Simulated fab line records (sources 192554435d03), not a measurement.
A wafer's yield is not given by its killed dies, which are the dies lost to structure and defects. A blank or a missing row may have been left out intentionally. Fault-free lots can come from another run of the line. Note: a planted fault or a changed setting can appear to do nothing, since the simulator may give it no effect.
Split-lot study / flow n5_finfet / on a route of 1938 steps: 7 lots, 21 wafers read

## ABOUT THE SPLIT
At N5_BEOL_M3_COAT_76 (time 60 s, resist thk 5 nm), the setting spin_rpm was moved away from the recipe's 1500 rpm on 7 of the 21 wafers read, by -8.7% to +8.0%. This setting was run at the recipe's value on the other wafers.

## FROM THE SPLIT TO THE READING: what the file shows between them, 3 steps
- N5_BEOL_M3_COAT_22: resist thk 30 nm
- N5_BEOL_M3_EBR_24
- N5_BEOL_M3_DESCUM_33: chemistry O2, time 7 s

## THE READING
etch.depth_nm (the simulator's own value, which no gauge read), in nm, at N5_BEOL_M3_ETCH_77 (etches underlayer in N2/H2, target depth 6.5 nm, time 5.2 s). There is no usual value for it anywhere in the file. Across the 14 wafers here that went through the recipe, the average is 4.999 nm and the standard deviation 0.013 nm.

wafer=L080.4; tool, chamber at the split=litho_track-05, 0; spin_rpm as run, rpm=1500; against the recipe=recipe; etch.depth_nm, nm=5.014; against lot-mates on the recipe=-
wafer=L080.5; tool, chamber at the split=litho_track-05, 0; spin_rpm as run, rpm=1500; against the recipe=recipe; etch.depth_nm, nm=5.017; against lot-mates on the recipe=-
wafer=L080.6; tool, chamber at the split=litho_track-05, 0; spin_rpm as run, rpm=1500; against the recipe=recipe; etch.depth_nm, nm=5.005; against lot-mates on the recipe=-
wafer=L083.1; tool, chamber at the split=litho_track-05, 0; spin_rpm as run, rpm=1500; against the recipe=recipe; etch.depth_nm, nm=5.016; against lot-mates on the recipe=-
wafer=L083.3; tool, chamber at the split=litho_track-05, 0; spin_rpm as run, rpm=1369; against the recipe=-8.7%; etch.depth_nm, nm=5.252; against lot-mates on the recipe=+0.236
wafer=L083.4; tool, chamber at the split=litho_track-05, 0; spin_rpm as run, rpm=1369; against the recipe=-8.7%; etch.depth_nm, nm=5.234; against lot-mates on the recipe=+0.218
wafer=L082.1; tool, chamber at the split=litho_track-03, 0; spin_rpm as run, rpm=1500; against the recipe=recipe; etch.depth_nm, nm=5; against lot-mates on the recipe=-
wafer=L082.3; tool, chamber at the split=litho_track-03, 0; spin_rpm as run, rpm=1455; against the recipe=-3.0%; etch.depth_nm, nm=5.058; against lot-mates on the recipe=+0.061
wafer=L082.4; tool, chamber at the split=litho_track-03, 0; spin_rpm as run, rpm=1500; against the recipe=recipe; etch.depth_nm, nm=4.993; against lot-mates on the recipe=-
wafer=L085.1; tool, chamber at the split=litho_track-02, 0; spin_rpm as run, rpm=1500; against the recipe=recipe; etch.depth_nm, nm=4.972; against lot-mates on the recipe=-
wafer=L085.2; tool, chamber at the split=litho_track-02, 0; spin_rpm as run, rpm=1613; against the recipe=+7.5%; etch.depth_nm, nm=4.812; against lot-mates on the recipe=-0.160
wafer=L085.3; tool, chamber at the split=litho_track-02, 0; spin_rpm as run, rpm=1613; against the recipe=+7.5%; etch.depth_nm, nm=4.788; against lot-mates on the recipe=-0.184
wafer=L087.3; tool, chamber at the split=litho_track-03, 0; spin_rpm as run, rpm=1500; against the recipe=recipe; etch.depth_nm, nm=4.984; against lot-mates on the recipe=-
wafer=L087.4; tool, chamber at the split=litho_track-03, 0; spin_rpm as run, rpm=1500; against the recipe=recipe; etch.depth_nm, nm=4.982; against lot-mates on the recipe=-
wafer=L087.6; tool, chamber at the split=litho_track-03, 0; spin_rpm as run, rpm=1500; against the recipe=recipe; etch.depth_nm, nm=4.994; against lot-mates on the recipe=-
wafer=L092.1; tool, chamber at the split=litho_track-05, 0; spin_rpm as run, rpm=1500; against the recipe=recipe; etch.depth_nm, nm=5.015; against lot-mates on the recipe=-
wafer=L092.4; tool, chamber at the split=litho_track-05, 0; spin_rpm as run, rpm=1500; against the recipe=recipe; etch.depth_nm, nm=4.997; against lot-mates on the recipe=-
wafer=L092.5; tool, chamber at the split=litho_track-05, 0; spin_rpm as run, rpm=1550; against the recipe=+3.3%; etch.depth_nm, nm=4.918; against lot-mates on the recipe=-0.088
wafer=L093.1; tool, chamber at the split=litho_track-03, 0; spin_rpm as run, rpm=1620; against the recipe=+8.0%; etch.depth_nm, nm=4.801; against lot-mates on the recipe=-0.195
wafer=L093.4; tool, chamber at the split=litho_track-03, 0; spin_rpm as run, rpm=1500; against the recipe=recipe; etch.depth_nm, nm=5.001; against lot-mates on the recipe=-
wafer=L093.6; tool, chamber at the split=litho_track-03, 0; spin_rpm as run, rpm=1500; against the recipe=recipe; etch.depth_nm, nm=4.991; against lot-mates on the recipe=-

THE FIT
A straight line over all 21 wafers: etch.depth_nm changes by -0.0266 nm for each +1% of spin_rpm; r = -0.99; the points scatter about the line by 0.014 nm.
The same after taking each lot's own level away (the mean of its wafers on the recipe; 21 wafers): -0.0246 nm for each +1%; r = -1.00; scatter 0.0093 nm.
The reading moves by 0.21 nm for the largest change in spin_rpm, on that fit.
Measured against the standard deviation above, the lots' own levels, which go from 4.9720 to 5.0160 nm, span 3.3 times it.
The two slopes agree, so the slope changes little with the lot-to-lot level.
Check: for one of the wafers moved furthest among these (-8.7%), held out of the fit, the line's prediction against its lot-mates is +0.209 nm. It came out at +0.236 nm against them.

## OTHER SPLITS APPLIED TO THESE WAFERS
These wafers also went through other splits before the reading. Each is held against what the fit with the lots' levels taken away leaves over:
other split on the same wafers=N5_BEOL_M2_COAT_61 spin_rpm; wafers away from the commonest value=4; r with etch.depth_nm (lot level and that fit taken away)=+0.00
other split on the same wafers=N5_BEOL_M2_COAT_73 temp_c; wafers away from the commonest value=6; r with etch.depth_nm (lot level and that fit taken away)=+0.34
other split on the same wafers=N5_BEOL_M2_COAT_22 spin_rpm; wafers away from the commonest value=6; r with etch.depth_nm (lot level and that fit taken away)=-0.19
other split on the same wafers=N5_BEOL_M2_DESCUM_33 time_s; wafers away from the commonest value=5; r with etch.depth_nm (lot level and that fit taken away)=+0.21
other split on the same wafers=N5_BEOL_M3_ETCH_64 time_s; wafers away from the commonest value=10; r with etch.depth_nm (lot level and that fit taken away)=+0.17

## THE FILE'S OWN FIT
etch.depth_nm changes by -0.0245 nm for each +1% of spin_rpm, r = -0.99.
